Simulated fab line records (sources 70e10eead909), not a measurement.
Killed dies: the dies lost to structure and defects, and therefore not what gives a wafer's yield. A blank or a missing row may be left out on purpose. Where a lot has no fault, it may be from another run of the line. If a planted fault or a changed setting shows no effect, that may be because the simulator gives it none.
The tool behind it: which one? | flow nand harc | 72 wafers from 24 lots sampled at 3 of the route's 1302 steps

WHAT EACH GAUGE READ, for each wafer
NHARC_P_M1_INSPECT_27. Usual: 330 for raw defect count, sd 130.
lot  | measured     | on                | raw defect count | flag
L074 | day 6 13:48  | defect inspect-01 | 560 334 316      |
L075 | day 6 15:52  | defect inspect-01 | 175 255 142      |
L076 | day 7 08:53  | defect inspect-01 | 374 652 663      |
L077 | day 7 10:32  | defect inspect-02 | 174 145 172      |
L078 | day 7 20:19  | defect inspect-01 | 329 270 329      |
L079 | day 8 12:23  | defect inspect-01 | 226 244 318      |
L080 | day 8 20:04  | defect inspect-02 | 265 436 248      |
L081 | day 9 02:23  | defect inspect-02 | 230 233 214      |
L082 | day 9 13:35  | defect inspect-01 | 265 384 244      |
L083 | day 9 20:38  | defect inspect-02 | 258 234 237      |
L084 | day 10 08:35 | defect inspect-02 | 204 364 405      |
L085 | day 11 01:23 | defect inspect-02 | 445 759 428      |
L086 | day 11 06:41 | defect inspect-02 | 332 435 305      |
L087 | day 12 09:59 | defect inspect-02 | 326 375 298      |
L089 | day 12 10:39 | defect inspect-01 | 253 250 274      |
L088 | day 12 11:23 | defect inspect-01 | 413 970 411      |
L090 | day 12 20:50 | defect inspect-02 | 338 206 355      |
L091 | day 13 08:44 | defect inspect-02 | 340 312 287      |
L092 | day 13 20:42 | defect inspect-02 | 218 208 364      |
L093 | day 14 05:09 | defect inspect-02 | 261 312 324      |
L094 | day 15 07:50 | defect inspect-02 | 426 282 334      |
L095 | day 15 13:02 | defect inspect-01 | 385 342 203      |
L096 | day 15 14:39 | defect inspect-02 | 346 417 255      |
L097 | day 16 09:35 | defect inspect-02 | 271 320 372      |

NHARC_P_M2_THK_MEAS_24: measures by xrf. Usual: 144.6 nm for thk nm, sd 1.4.
lot  | measured     | on            | thk nm (nm)       | flag
L074 | day 6 17:41  | film metro-02 | 145.3 144.9 145.8 |
L075 | day 6 19:44  | film metro-01 | 145.0 145.2 145.7 |
L076 | day 7 12:52  | film metro-01 | 146.0 144.8 144.1 |
L077 | day 7 14:27  | film metro-02 | 144.8 146.2 144.4 |
L078 | day 8 00:20  | film metro-01 | 144.2 145.6 146.5 |
L079 | day 8 16:26  | film metro-01 | 143.6 144.6 145.2 |
L080 | day 9 00:06  | film metro-01 | 146.9 143.0 143.3 |
L081 | day 9 06:53  | film metro-02 | 142.8 145.7 144.0 |
L082 | day 9 18:08  | film metro-01 | 144.7 146.2 146.2 |
L083 | day 10 00:41 | film metro-02 | 144.9 146.0 144.3 |
L084 | day 10 12:37 | film metro-02 | 143.4 144.0 144.5 |
L085 | day 11 05:17 | film metro-02 | 145.8 145.0 145.9 |
L086 | day 11 11:02 | film metro-01 | 143.1 145.6 146.2 |
L087 | day 12 14:01 | film metro-01 | 142.6 144.7 143.2 |
L089 | day 12 14:41 | film metro-01 | 142.6 143.2 143.6 |
L088 | day 12 15:24 | film metro-01 | 143.9 144.3 143.4 |
L090 | day 13 00:50 | film metro-02 | 146.1 144.7 146.5 |
L091 | day 13 12:44 | film metro-01 | 143.3 144.2 146.4 |
L092 | day 14 00:41 | film metro-02 | 146.6 144.2 147.6 |
L093 | day 14 09:19 | film metro-02 | 145.3 145.5 144.8 |
L094 | day 15 11:43 | film metro-01 | 145.9 141.1 146.1 |
L095 | day 15 17:01 | film metro-01 | 143.9 141.6 143.1 |
L096 | day 15 18:39 | film metro-02 | 145.4 143.8 144.6 |
L097 | day 16 13:35 | film metro-02 | 143.3 142.7 144.8 |

EACH LOT AND THE TOOL THAT RAN IT (in order: tool; ch and the chambers of the sampled wafers; start)
lot  | NHARC_P_M1_DEGAS_29
L074 | pvd sputter-03, day 6 11:58
L075 | pvd sputter-01, day 6 14:20
L076 | pvd sputter-01, day 7 07:19
L077 | pvd sputter-02, day 7 09:00
L078 | pvd sputter-01, day 7 18:46
L079 | pvd sputter-02, day 8 10:50
L080 | pvd sputter-03, day 8 18:26
L081 | pvd sputter-01, day 9 00:50
L082 | pvd sputter-03, day 9 12:02
L083 | pvd sputter-02, day 9 19:06
L084 | pvd sputter-03, day 10 07:02
L085 | pvd sputter-01, day 10 23:50
L086 | pvd sputter-02, day 11 05:07
L087 | pvd sputter-01, day 12 08:26
L089 | pvd sputter-03, day 12 09:06
L088 | pvd sputter-02, day 12 09:50
L090 | pvd sputter-01, day 12 19:16
L091 | pvd sputter-02, day 13 07:09
L092 | pvd sputter-01, day 13 19:08
L093 | pvd sputter-01, day 14 03:35
L094 | pvd sputter-02, day 15 06:17
L095 | pvd sputter-03, day 15 11:28
L096 | pvd sputter-02, day 15 13:07
L097 | pvd sputter-02, day 16 08:01
- NHARC_P_M1_DEGAS_29: time 60 s.

WHAT THE TOOLS THEMSELVES READ (means of the sampled wafers that have a number; where no wafer has one, the mark that the record gives instead)
NHARC_P_M1_DEGAS_29. Usual: 328 W for heater power w, sd 29.
lot  | tool           | heater power w (W) | flag
L074 | pvd sputter-03 | 337                |
L075 | pvd sputter-01 | 324                |
L076 | pvd sputter-01 | 336                |
L077 | pvd sputter-02 | 333                |
L078 | pvd sputter-01 | 328                |
L079 | pvd sputter-02 | 329                |
L080 | pvd sputter-03 | 336                |
L081 | pvd sputter-01 | 295                |
L082 | pvd sputter-03 | 342                |
L083 | pvd sputter-02 | 330                |
L084 | pvd sputter-03 | 326                |
L085 | pvd sputter-01 | 291                |
L086 | pvd sputter-02 | 347                |
L087 | pvd sputter-01 | 320                |
L089 | pvd sputter-03 | 336                |
L088 | pvd sputter-02 | 341                |
L090 | pvd sputter-01 | 295                |
L091 | pvd sputter-02 | 335                |
L092 | pvd sputter-01 | 321                |
L093 | pvd sputter-01 | 320                |
L094 | pvd sputter-02 | 333                |
L095 | pvd sputter-03 | 334                |
L096 | pvd sputter-02 | 318                |
L097 | pvd sputter-02 | 335                |

THE ANSWER, worked out from the rows above alone
Rule: a lot is off if the mean of its wafers that have a number lies more than 3 standard deviations from the usual mean. A lot without any number at a reading at which 4 lots or more have one is off too. All remaining lots with rows at the step are treated as sound. Order of review: gauges by route order, followed by the tools' own readings, for which a lot's mean as printed above is used. At the first step where some lot is off, the reading lying furthest off is the one used; lots without a number count as furthest.
None of the lots is off at any reading shown; this tells nothing.

WHAT WAS PUT IN BY THE SIMULATOR
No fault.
